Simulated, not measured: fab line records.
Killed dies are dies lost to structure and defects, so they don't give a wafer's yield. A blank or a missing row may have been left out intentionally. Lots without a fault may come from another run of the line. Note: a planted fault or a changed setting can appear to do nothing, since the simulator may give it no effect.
Split-lot study | flow n5Finfet | route with 1938 steps; 7 lots, 39 wafers read

## ON THE SPLIT
At N5_FIN_SAQP_PECVD_06 (deposits a-Si from SiH4/He, target thk 60 nm, time 48.1 s), the setting timeS was moved away from the recipe's 48.1 s on 15 of the 39 wafers read, by -26.7% to +48.8%. All remaining wafers had this setting at the recipe value.

## FROM THE SPLIT TO THE READING: what the file shows between them, 5 steps
- N5_FIN_SAQP_THK_MEAS_07
- N5_FIN_SAQP_HM_DEP_72: deposits SiO2 from SiH4/N2O, target thk 12 nm, time 7.2 s
- N5_FIN_SAQP_COAT_49: time 60 s, resist thk 100 nm
- N5_FIN_SAQP_HM_OPEN_73: chemistry CHF3/O2, target SiO2, stops on a-Si, target depth 12 nm, time 16.8 s
- N5_FIN_SAQP_STRIP_74: strips in CHF3/O2

## THE READING
oesProductAu, in a.u., at N5_FIN_SAQP_MANDREL_ETCH_22 (etches a-Si in HBr/Cl2, stops on SiNx, target depth 60 nm, bt time 10 s, time 30 s). Fault-free wafers of this fab line usually give 0.775 a.u., standard deviation 0.0099 a.u.

wafer  | tool, chamber at the split | timeS as run, s | against the recipe | oesProductAu, a.u. | against lot-mates on the recipe
L076.1 | pecvd-02, 2                | 69.52           | +44.5%             | 0.973              | +0.192
L076.2 | pecvd-02, 0                | 48.1            | recipe             | 0.782              | -
L076.3 | pecvd-02, 1                | 69.52           | +44.5%             | 0.965              | +0.184
L076.4 | pecvd-02, 0                | 48.1            | recipe             | 0.788              | -
L076.5 | pecvd-02, 1                | 48.1            | recipe             | 0.773              | -
L076.6 | pecvd-02, 2                | 69.52           | +44.5%             | 0.988              | +0.207
L077.1 | pecvd-04, 1                | 35.25           | -26.7%             | 0.647              | -0.135
L077.2 | pecvd-04, 2                | 48.1            | recipe             | 0.783              | -
L077.3 | pecvd-04, 0                | 48.1            | recipe             | 0.779              | -
L077.4 | pecvd-04, 1                | 35.25           | -26.7%             | 0.657              | -0.125
L077.5 | pecvd-04, 0                | 48.1            | recipe             | 0.783              | -
L077.6 | pecvd-04, 2                | 35.25           | -26.7%             | 0.651              | -0.131
L079.1 | pecvd-02, 2                | 48.1            | recipe             | 0.776              | -
L079.2 | pecvd-02, 0                | 48.1            | recipe             | 0.769              | -
L079.3 | pecvd-02, 1                | 48.1            | recipe             | 0.784              | -
L079.4 | pecvd-02, 2                | 48.1            | recipe             | 0.760              | -
L079.5 | pecvd-02, 1                | 48.1            | recipe             | 0.784              | -
L079.6 | pecvd-02, 0                | 48.1            | recipe             | 0.778              | -
L080.1 | pecvd-01, 2                | 57.75           | +20.1%             | 0.864              | +0.091
L080.2 | pecvd-01, 1                | 48.1            | recipe             | 0.765              | -
L080.3 | pecvd-01, 0                | 48.1            | recipe             | 0.781              | -
L080.4 | pecvd-01, 1                | 57.75           | +20.1%             | 0.870              | +0.097
L080.5 | pecvd-01, 2                | 48.1            | recipe             | 0.772              | -
L080.6 | pecvd-01, 0                | 57.75           | +20.1%             | 0.876              | +0.103
L085.1 | pecvd-04, 1                | 71.59           | +48.8%             | 1.003              | +0.227
L085.2 | pecvd-04, 0                | 48.1            | recipe             | 0.781              | -
L085.3 | pecvd-04, 2                | 48.1            | recipe             | 0.769              | -
L085.4 | pecvd-04, 0                | 71.59           | +48.8%             | 0.955              | +0.179
L085.5 | pecvd-04, 2                | 48.1            | recipe             | 0.779              | -
L085.6 | pecvd-04, 1                | 71.59           | +48.8%             | 0.951              | +0.175
L086.1 | pecvd-02, 1                | 48.1            | recipe             | 0.782              | -
L086.2 | pecvd-02, 2                | 57.73           | +20.0%             | 0.861              | +0.078
L086.3 | pecvd-02, 0                | 48.1            | recipe             | 0.778              | -
L086.4 | pecvd-02, 2                | 57.73           | +20.0%             | 0.877              | +0.094
L086.5 | pecvd-02, 1                | 57.73           | +20.0%             | 0.870              | +0.087
L086.6 | pecvd-02, 0                | 48.1            | recipe             | 0.788              | -
L094.2 | pecvd-02, 2                | 48.1            | recipe             | 0.765              | -
L094.4 | pecvd-02, 1                | 48.1            | recipe             | 0.782              | -
L094.5 | pecvd-02, 2                | 48.1            | recipe             | 0.776              | -

FIT RESULTS
A straight line over all 39 wafers: oesProductAu changes by +0.00431 a.u. for each +1% of timeS; r = +0.99; the points scatter about the line by 0.012 a.u.
The same after taking each lot's own level away (the mean of its wafers on the recipe; 39 wafers): +0.00432 a.u. for each +1%; r = +0.99; scatter 0.012 a.u.
According to that fit, moving timeS by its largest amount changes the reading by 0.21 a.u.
Across the lots, their own levels run from 0.7727 to 0.7827 a.u., a range of 1.0 times the standard deviation given above.
The two slopes agree, so the slope changes little with the lot-to-lot level.
Check: +0.207 a.u. against its lot-mates is what the line predicts for one of the wafers moved furthest among these (+48.8%) when that wafer is left out of the fit. Against them it came out at +0.227 a.u.

## OTHER SPLITS APPLIED TO THESE WAFERS
Note: prior to the reading, these wafers also went through further splits. Each is held against what the fit with the lots' levels taken away leaves over:
other split on the same wafers        | wafers away from the commonest value | r with oesProductAu (lot level and that fit taken away)
N5_ZERO_LAYER_DEVELOP_10 developTimeS | 15                                   | -0.23

## THE WHOLE CHAIN: every reading that the file lists as answering this split, in the file's order
step                        | what it does                                                                       | reading                                                                          | change (the file's fit)                   | r (the file's)
N5_FIN_SAQP_PECVD_06        | deposits a-Si from SiH4/He, target thk 60 nm, time 48.1 s                          | a-Si_of_FIN_SAQP_PECVD_06.thkNm (the simulator's own value, which no gauge read) | +0.617 nm for each +1% of the setting     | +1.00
N5_FIN_SAQP_THK_MEAS_07     |                                                                                    | thkNm                                                                            | withheld for each +1% of the setting      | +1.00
N5_FIN_SAQP_MANDREL_ETCH_22 | etches a-Si in HBr/Cl2, stops on SiNx, target depth 60 nm, bt time 10 s, time 30 s | oesProductAu                                                                     | +0.00429 a.u. for each +1% of the setting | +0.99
N5_FIN_SAQP_MANDREL_ETCH_22 | etches a-Si in HBr/Cl2, stops on SiNx, target depth 60 nm, bt time 10 s, time 30 s | etch.depthNm (the simulator's own value, which no gauge read)                    | +0.586 nm for each +1% of the setting     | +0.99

## FILE'S OWN FIT
oesProductAu changes by +0.00429 a.u. for each +1% of timeS, r = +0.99.
